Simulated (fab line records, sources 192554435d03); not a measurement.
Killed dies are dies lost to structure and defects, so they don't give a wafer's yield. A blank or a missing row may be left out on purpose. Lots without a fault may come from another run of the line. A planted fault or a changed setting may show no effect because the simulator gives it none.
fab line records | flow n5_finfet | part 1 of 2: steps 1 to 4 of 6
record lots=21 wafers=63 last_day=19
route steps=1938 shown BEOL_M6@1261 BEOL_M7@1284 BEOL_M8@1349 BEOL_M9@1439
lots that met no fault: from a run of the same line without faults
start_h: hours from the record's first day to the start of the lot's first wafer shown | wait_h: hours since the lot's step before | " the same as in the row above | L1.1+2: a row that stands for several wafers | - no value, or no start given | * or withheld: withheld | < > ~ a bound
route shown NAME@n: a module of which the file shows steps, and the number in the route of the first | usual: mean/standard deviation of fault-free wafers | same: alike in all rows | chamber/n: place in a boat | sites: the reading at each site | _std_site: their standard deviation | _edge_site: outer sites' mean less inner sites' | radius_mm: how far each site lies from the wafer's centre | mask NAME#n: copy n | behind: the tool/chamber that last shaped the wafer | hold: why the lot was held/for how many hours/how that ended | device: the transistor (n, p or np) that didn't switch | end of line: the same wafers' tests at the end of the route | a step without rows: its recipe alone | killed: dies lost to structure and defects at the first sort, not the wafer's yield | map: a wafer's dies, x killed, . not, _ none there
set.NAME: the setting as run; set.NAME@STEP: as run at that earlier step | model.NAME: the simulator's own value behind a step, which no gauge read
steps of the route over a sample of lots; a table a step, a row a wafer
services: from which hour (start_h, from the record's first day; less than 0 if before it) a tool's chamber was out of use, for how many hours, and why
## steps
# step N5_BEOL_M6_RS_MEAS_57
# recipe thk_meas_gauge=four-point-probe reads=Cu_of_BEOL_M6_ECD_50+Co_of_BEOL_M6_CVD_78+TaN_of_BEOL_M6_ALD_77
# usual M6_RS=0.289/0.0095
# columns lot.wafer tool chamber start_h wait_h M6_RS[ohm/sq]
L074.1 film_metro-01 - 183.66 0.1 0.293
L074.3 " - " " 0.291
L074.5 " - " " 0.292
L077.1 film_metro-02 - 204.30 0.1 0.295
L077.4 " - " " 0.291
L077.6 " - " " 0.292
L076.1 film_metro-02 - 206.39 0.1 0.285
L076.4 " - " " 0.275
L076.6 " - " " 0.275
L078.2 film_metro-01 - 221.57 0.1 0.298
L078.4 " - " " 0.274
L078.6 " - " " 0.286
L080.1 film_metro-02 - 245.76 0.1 0.276
L080.3 " - " " 0.288
L080.5 " - " " 0.312
L079.2 film_metro-02 - 246.23 0.1 0.287
L079.3 " - " " 0.299
L079.5 " - " " 0.278
L082.1 film_metro-02 - 247.32 0.1 0.278
L082.4 " - " " 0.290
L082.5 " - " " 0.271
L081.1 film_metro-02 - 251.73 0.1 0.283
L081.2 " - " " 0.294
L081.6 " - " " 0.290
L083.2 film_metro-02 - 253.17 0.1 0.292
L083.4 " - " " 0.280
L083.6 " - " " 0.278
L085.2 film_metro-01 - 274.94 0.1 0.287
L085.5 " - " " 0.286
L085.6 " - " " 0.288
L084.2 film_metro-02 - 277.24 0.1 0.293
L084.5 " - " " 0.302
L084.6 " - " " 0.313
L087.2 film_metro-01 - 280.63 0.1 0.296
L087.3 " - " " 0.294
L087.6 " - " " 0.293
L088.2 film_metro-02 - 281.94 0.1 0.280
L088.3 " - " " 0.281
L088.4 " - " " 0.296
L089.1 film_metro-01 - 284.99 0.1 0.294
L089.4 " - " " 0.290
L089.6 " - " " 0.286
L086.1 film_metro-01 - 285.55 0.1 0.280
L086.3 " - " " 0.294
L086.5 " - " " 0.292
L090.3 film_metro-02 - 295.74 0.1 0.282
L090.4 " - " " 0.286
L090.6 " - " " 0.278
L092.3 film_metro-02 - 310.65 0.1 0.291
L092.5 " - " " 0.283
L092.6 " - " " 0.291
L093.2 film_metro-01 - 318.05 0.1 0.273
L093.3 " - " " 0.288
L093.4 " - " " 0.291
L094.3 film_metro-02 - 343.70 0.1 0.296
L094.5 " - " " 0.300
L094.6 " - " " 0.302
L096.1 film_metro-02 - 345.39 0.1 0.279
L096.2 " - " " 0.297
L096.5 " - " " 0.263
L097.3 film_metro-01 - 367.10 0.1 0.291
L097.4 " - " " 0.276
L097.5 " - " " 0.289
# step N5_BEOL_M7_HM_OPEN_17
# recipe chemistry=Cl2/BCl3 target_depth_a=200 overetch_a=60 target=TiN mask_material=SOC ion_energy_ev=150 pressure_mtorr=10 icp_w=1000 bias_w=126 Cl2_flow_sccm=53.25 bcl3_flow_sccm=21.75 Ar_flow_sccm=25
# usual drypump_motor_current_A=5.9/0.58 oes_product_au=0.63/0.059 throttle_valve_pct=22.07/0.21
# columns lot.wafer tool chamber start_h wait_h drypump_motor_current_A oes_product_au rf_hours_counter_h throttle_valve_pct
L074.1 rie_metal-03 0 187.36 0.1 5.0 0.61 75 21.85
L074.3 " 1 " " 5.2 0.56 - 22.07
L074.5 " 1 " " 5.2 0.56 - 22.07
L077.1 rie_metal-02 1 207.19 0.0 6.3 0.69 34 21.80
L077.4 " 1 " " 6.3 0.70 - 21.81
L077.6 " 0 " " 6.5 0.60 - 22.27
L076.1 rie_metal-03 1 209.54 0.0 5.2 0.56 100 22.08
L076.4 " 1 " " 5.2 0.57 - 22.07
L076.6 " 0 " " 5.0 0.60 - 21.87
L078.2 rie_metal-01 1 223.95 0.0 5.6 0.74 14 22.36
L078.4 " 1 " " 5.6 0.73 - 22.36
L078.6 " 0 " " 6.2 0.64 - 22.11
L080.1 rie_metal-02 1 248.92 0.0 6.3 0.69 38 21.80
L080.3 " 1 " " 6.3 0.69 - 21.82
L080.5 " 0 " " 6.4 0.59 - 22.29
L079.2 rie_metal-01 0 249.20 0.1 6.2 0.63 - 22.12
L079.3 " 0 " " 6.2 0.63 - 22.11
L079.5 " 0 " " 6.2 0.64 - 22.11
L082.1 rie_metal-02 1 249.22 0.0 6.3 0.70 38 21.82
L082.4 " 1 " " 6.3 0.68 - 21.84
L082.5 " 1 " " 6.3 0.69 - 21.80
L081.1 rie_metal-03 0 255.15 0.0 4.9 0.60 81 21.87
L081.2 " 0 " " 4.9 0.60 - 21.86
L081.6 " 0 " " 4.9 0.60 - 21.88
L083.2 rie_metal-02 0 255.30 0.0 6.4 0.59 73 22.28
L083.4 " 1 " " 6.3 0.69 - 21.80
L083.6 " 0 " " 6.5 0.58 - 22.33
L085.2 rie_metal-03 1 276.81 0.0 5.2 0.55 104 22.09
L085.5 " 1 " " 5.2 0.55 - 22.11
L085.6 " 0 " " 5.0 0.59 - 21.89
L084.2 rie_metal-01 0 279.87 0.0 6.2 0.63 57 22.11
L084.5 " 1 " " 5.6 0.72 - 22.37
L084.6 " 0 " " 6.2 0.63 - 22.12
L087.2 rie_metal-03 0 284.48 0.0 4.9 0.59 85 21.88
L087.3 " 0 " " 5.0 0.60 - 21.87
L087.6 " 1 " " 5.2 0.56 - 22.08
L088.2 rie_metal-03 0 284.72 0.0 5.0 0.59 85 21.89
L088.3 " 1 " " 5.2 0.55 - 22.08
L088.4 " 0 " " 4.9 0.59 - 21.87
L086.1 rie_metal-02 0 287.94 0.0 6.4 0.59 76 22.30
L086.3 " 0 " " 6.4 0.60 - 22.30
L086.5 " 1 " " 6.3 0.68 - 21.81
L089.1 rie_metal-01 0 288.19 0.0 6.2 0.63 58 22.09
L089.4 " 0 " " 6.2 0.63 - 22.13
L089.6 " 0 " " 6.2 0.64 - 22.12
L090.3 rie_metal-02 0 298.42 0.1 6.4 0.58 - 22.31
L090.4 " 1 " " 6.3 0.68 - 21.81
L090.6 " 0 " " 6.4 0.58 - 22.29
L092.3 rie_metal-02 0 316.93 0.1 6.4 0.59 - 22.30
L092.5 " 1 " " 6.3 0.67 - 21.82
L092.6 " 0 " " 6.4 0.58 - 22.32
L093.2 rie_metal-02 1 320.56 0.0 6.3 0.68 46 21.81
L093.3 " 0 " " 6.4 0.59 - 22.29
L093.4 " 1 " " 6.3 0.67 - 21.83
L094.3 rie_metal-01 1 345.56 0.1 5.6 0.70 - 22.37
L094.5 " 0 " " 6.2 0.63 - 22.11
L094.6 " 1 " " 5.6 0.71 - 22.38
L096.1 rie_metal-02 1 348.24 0.0 6.3 0.66 48 21.82
L096.2 " 0 " " 6.5 0.57 82 22.31
L096.5 " 0 " " 6.4 0.57 - 22.33
L097.3 rie_metal-03 1 368.68 0.1 5.2 0.79 - 21.85
L097.4 " 0 " " 4.9 0.58 - 21.91
L097.5 " 0 " " 5.0 0.57 - 21.90
# step N5_BEOL_M7_STRIP_80
# recipe chemistry=N2/H2 time_s=10 power_w=450 temp_c=40 pressure_mtorr=20 rf_frequency_hz=6e+07 bias_power_w=7 n2_flow_sccm=200 h2_flow_sccm=200
# usual drypump_motor_current_A=5.6/0.55 oes_product_au=0.79/0.086 rf_vpp_V=59.2/0.84 showerhead_plenum_p_Torr=2.54/0.095 throttle_valve_pct=23.64/0.29
# columns lot.wafer tool chamber start_h wait_h drypump_motor_current_A oes_product_au rf_hours_counter_h rf_vpp_V showerhead_plenum_p_Torr throttle_valve_pct
L074.1 rie_diel-04 3 - - 4.9 0.75 169 58.8 2.63 23.77
L074.3 " 1 " " 4.9 0.75 159 60.2 2.64 24.20
L074.5 " 1 " " 5.0 0.75 - 59.6 2.64 24.19
L077.1 rie_diel-03 2 - - 6.2 0.69 247 59.6 2.60 23.68
L077.4 " 3 " " 6.3 0.94 12 59.2 2.47 23.61
L077.6 " 3 " " 6.3 0.95 - 59.6 2.47 23.62
L076.1 rie_diel-03 3 - - 6.3 0.95 13 59.5 2.47 23.60
L076.4 " 1 " " 6.0 0.71 172 59.6 2.53 23.84
L076.6 " 0 " " 4.9 0.76 - 58.3 2.43 23.90
L078.2 rie_diel-05 1 - - 5.6 0.83 69 57.9 2.68 23.59
L078.4 " 3 " " 6.1 0.87 45 58.9 2.46 23.30
L078.6 " 3 " " 6.1 0.88 - 59.0 2.46 23.31
L080.1 rie_diel-03 3 - - 6.3 0.91 27 59.7 2.47 23.62
L080.3 " 1 " " 6.1 0.69 186 58.8 2.52 23.82
L080.5 " 1 " " 6.1 0.70 - 58.5 2.52 23.84
L082.1 rie_diel-04 0 - - 5.3 0.73 173 59.0 2.54 23.40
L082.4 " 1 " " 4.9 0.75 177 60.0 2.63 24.24
L082.5 " 0 " " 5.3 0.73 - 57.6 2.54 23.40
L079.2 rie_diel-03 2 - - 6.1 0.98 5 58.3 2.59 23.10
L079.3 " 3 " " 6.3 0.91 27 59.7 2.47 23.63
L079.5 " 0 " " 4.9 0.75 - 59.5 2.43 23.91
L081.1 rie_diel-04 2 - - 5.1 0.69 213 58.8 2.40 23.42
L081.2 " 3 " " 4.9 0.74 185 59.5 2.62 23.79
L081.6 " 1 " " 4.9 0.73 - 60.7 2.63 24.24
L083.2 rie_diel-05 3 - - 6.1 0.86 53 58.3 2.45 23.30
L083.4 " 1 " " 5.6 0.81 77 57.9 2.67 23.61
L083.6 " 0 " " 5.8 0.82 - 57.9 2.68 23.45
L085.2 rie_diel-03 0 - - 4.9 0.74 189 59.9 2.42 23.91
L085.5 " 3 " " 6.3 0.90 - 59.4 2.46 23.64
L085.6 " 2 " " 6.1 0.94 - 58.0 2.59 23.10
L084.2 rie_diel-03 3 - - 6.3 0.90 36 58.3 2.46 23.63
L084.5 " 1 " " 6.1 0.70 - 60.5 2.52 23.84
L084.6 " 2 " " 6.2 0.95 - 59.5 2.59 23.11
L087.2 rie_diel-04 2 - - 5.1 0.69 221 58.2 2.39 23.42
L087.3 " 1 " " 4.9 0.72 187 58.1 2.62 24.22
L087.6 " 1 " " 4.9 0.72 - 60.2 2.62 24.24
L088.2 rie_diel-03 1 - - 6.1 0.69 197 59.1 2.52 23.87
L088.3 " 3 " " 6.3 0.89 37 58.6 2.46 23.64
L088.4 " 0 " " 4.9 0.74 191 58.7 2.42 23.91
L086.1 rie_diel-05 3 - - 6.2 0.85 63 59.2 2.45 23.32
L086.3 " 0 " " 5.8 0.81 98 59.1 2.68 23.45
L086.5 " 3 " " 6.2 0.85 - 58.8 2.45 23.31
L089.1 rie_diel-05 3 - - 6.2 0.85 64 58.9 2.45 23.31
L089.4 " 2 " " 5.0 0.88 46 60.1 2.68 23.72
L089.6 " 3 " " 6.2 0.84 - 58.3 2.45 23.31
L090.3 rie_diel-04 1 - - 4.9 0.72 190 58.4 2.62 24.25
L090.4 " 3 " " 4.9 0.72 199 59.1 2.61 23.83
L090.6 " 0 " " 5.3 0.71 - 60.4 2.53 23.42
L092.3 rie_diel-04 1 - - 4.9 0.71 197 57.6 2.62 24.25
L092.5 " 2 " " 5.1 0.68 - 59.3 2.39 23.44
L092.6 " 0 " " 5.3 0.71 - 59.1 2.53 23.46
L093.2 rie_diel-03 2 - - 6.1 0.91 26 58.8 2.59 23.14
L093.3 " 0 " " 4.9 0.73 202 59.5 2.42 23.92
L093.4 " 3 " " 6.3 0.88 49 58.2 2.46 23.63
L094.3 rie_diel-03 2 - - 6.2 0.88 35 59.7 2.58 23.12
L094.5 " 2 " " 6.1 0.90 - 57.7 2.58 23.13
L094.6 " 1 " " 6.1 0.67 - 59.1 2.51 23.88
L096.1 rie_diel-03 0 - - 4.9 0.73 211 59.3 2.41 23.93
L096.2 " 3 " " 6.3 0.87 56 59.6 2.46 23.66
L096.5 " 0 " " 4.9 0.73 - 59.6 2.41 23.93
L097.3 rie_diel-03 2 - - 6.2 0.87 43 58.1 2.58 23.16
L097.4 " 0 " " 4.9 0.71 218 58.6 2.41 23.96
L097.5 " 0 " " 4.9 0.72 - 57.4 2.41 23.93
# step N5_BEOL_M8_ETCH_61
# recipe chemistry=CF4 target=SiARC target_depth_a=455 mask_material=CAR-ArF time_s=75.8 ion_energy_ev=80 pressure_mtorr=40 source_w=545 bias_w=36 Ar_flow_sccm=100 cf4_flow_sccm=100 ends=cleared
# usual drypump_motor_current_A=5.5/0.34 etch_rf_on_time_s=76.0/1.4 oes_product_au=0.64/0.063 rf_vpp_V=183.9/1.1 showerhead_plenum_p_Torr=2.13/0.057 throttle_valve_pct=15.81/0.2
# columns lot.wafer tool chamber start_h wait_h drypump_motor_current_A etch_rf_on_time_s oes_product_au rf_hours_counter_h rf_vpp_V showerhead_plenum_p_Torr throttle_valve_pct
L074.1 rie_diel-06 3 200.51 0.0 5.9 75.9 0.63 177 182.8 2.06 15.79
L074.3 " 0 " " 5.2 78.3 0.59 214 184.2 2.21 16.02
L074.5 " 2 " " 5.1 76.0 0.59 - 185.1 2.21 15.79
L077.1 rie_diel-02 3 217.17 0.0 5.1 76.2 0.62 195 183.8 2.21 16.01
L077.4 " 1 " " 5.2 76.3 0.64 157 185.1 2.15 15.67
L077.6 " 2 " " 5.3 75.4 0.60 - 182.8 2.05 16.16
L076.1 rie_diel-02 0 217.84 0.0 6.2 77.0 0.65 169 183.7 2.06 15.59
L076.4 " 1 " " 5.2 76.4 0.64 157 181.9 2.14 15.66
L076.6 " 3 " " 5.1 76.8 0.62 - 184.3 2.21 16.02
L078.2 rie_diel-06 2 234.96 0.0 5.1 76.5 0.59 218 183.8 2.21 15.79
L078.4 " 3 " " 5.9 76.5 0.62 191 183.5 2.06 15.83
L078.6 " 0 " " 5.2 77.3 0.59 - 184.7 2.20 16.04
L080.1 rie_diel-06 3 255.57 0.0 5.9 75.4 0.62 198 183.2 2.06 15.82
L080.3 " 2 " " 5.1 77.2 0.58 225 185.3 2.20 15.83
L080.5 " 2 " " 5.1 77.4 0.58 - 185.1 2.20 15.81
L082.1 rie_diel-06 3 258.30 0.0 5.9 75.4 0.63 198 184.0 2.06 15.82
L082.4 " 0 " " 5.2 78.1 0.58 235 185.5 2.20 16.08
L082.5 " 2 " " 5.1 77.5 0.58 - 183.2 2.20 15.82
L079.2 rie_diel-02 0 258.61 0.0 6.2 76.0 0.64 183 181.3 2.05 15.63
L079.3 " 1 " " 5.2 75.9 0.64 171 183.0 2.14 15.69
L079.5 " 2 " " 5.3 75.6 0.60 - 181.2 2.04 16.19
L081.1 rie_diel-01 1 264.47 0.0 5.7 75.6 0.73 57 184.9 2.17 15.57
L081.2 " 3 " " 5.7 73.6 0.62 215 183.9 2.12 15.90
L081.6 " 2 " " 5.6 75.4 0.66 - 183.2 2.15 15.78
L083.2 rie_diel-06 1 264.64 0.0 5.2 74.8 0.80 26 183.2 2.11 15.47
L083.4 " 3 " " 5.9 76.0 0.62 200 181.4 2.06 15.84
L083.6 " 3 " " 5.9 75.5 0.62 - 182.3 2.06 15.84
L085.2 rie_diel-02 3 284.59 0.0 5.1 76.2 0.61 216 183.8 2.20 16.06
L085.5 " 1 " " 5.2 76.3 0.62 - 183.8 2.14 15.70
L085.6 " 2 " " 5.3 76.2 0.59 - 181.3 2.04 16.19
L084.2 rie_diel-06 3 288.37 0.0 5.9 75.9 0.62 209 183.2 2.05 15.85
L084.5 " 0 " " 5.2 78.3 0.58 - 183.1 2.20 16.07
L084.6 " 3 " " 5.9 76.0 0.62 - 182.2 2.05 15.85
L088.2 rie_diel-06 2 294.79 0.0 5.1 76.0 0.58 239 184.9 2.20 15.83
L088.3 " 0 " " 5.2 77.9 0.57 248 184.6 2.20 16.10
L088.4 " 1 " " 5.2 73.8 0.79 38 182.7 2.11 15.47
L087.2 rie_diel-02 1 295.93 0.0 5.2 76.5 0.62 181 184.8 2.14 15.72
L087.3 " 0 " " 6.2 76.8 0.62 194 183.2 2.05 15.62
L087.6 " 3 " " 5.1 76.8 0.60 - 185.5 2.20 16.09
L086.1 rie_diel-01 3 298.34 0.0 5.7 74.2 0.61 227 183.1 2.11 15.92
L086.3 " 2 " " 5.6 77.5 0.64 139 184.3 2.14 15.79
L086.5 " 0 " " 5.8 77.8 0.67 - 184.8 2.15 15.70
L089.1 rie_diel-01 0 298.60 0.0 5.7 76.4 0.68 113 185.9 2.15 15.70
L089.4 " 3 " " 5.7 72.1 0.62 227 183.2 2.11 15.94
L089.6 " 3 " " 5.7 72.0 0.61 - 182.9 2.11 15.92
L090.3 rie_diel-01 2 303.52 0.0 5.6 76.0 0.64 141 185.4 2.14 15.80
L090.4 " 3 " " 5.7 72.7 0.61 229 185.3 2.11 15.92
L090.6 " 0 " " 5.8 76.6 0.67 - 183.6 2.15 15.70
L092.3 rie_diel-01 2 325.03 0.0 5.7 76.4 0.64 147 185.2 2.14 15.82
L092.5 " 2 " " 5.7 77.0 0.64 - 184.2 2.14 15.83
L092.6 " 3 " " 5.7 72.9 0.61 - 184.7 2.11 15.95
L093.2 rie_diel-06 1 329.24 0.0 5.2 74.1 0.76 49 182.7 2.10 15.51
L093.3 " 3 " " 5.9 75.2 0.61 224 182.6 2.05 15.89
L093.4 " 1 " " 5.2 74.3 0.77 - 183.4 2.10 15.50
L094.3 rie_diel-02 3 354.28 0.0 5.1 76.2 0.59 244 185.2 2.19 16.12
L094.5 " 3 " " 5.1 76.2 0.59 - 183.7 2.19 16.13
L094.6 " 0 " " 6.1 76.3 0.62 - 183.3 2.04 15.70
L096.1 rie_diel-01 1 354.94 0.0 5.8 77.2 0.70 88 184.5 2.16 15.63
L096.2 " 3 " " 5.7 72.9 0.60 245 183.8 2.11 15.98
L096.5 " 0 " " 5.7 77.6 0.65 - 184.3 2.14 15.74
L097.3 rie_diel-06 1 374.89 0.0 5.2 76.1 0.73 72 182.7 2.10 15.57
L097.4 " 1 " " 5.2 75.2 0.73 - 184.4 2.10 15.56
L097.5 " 0 " " 5.2 74.9 0.82 - 184.3 2.19 15.58
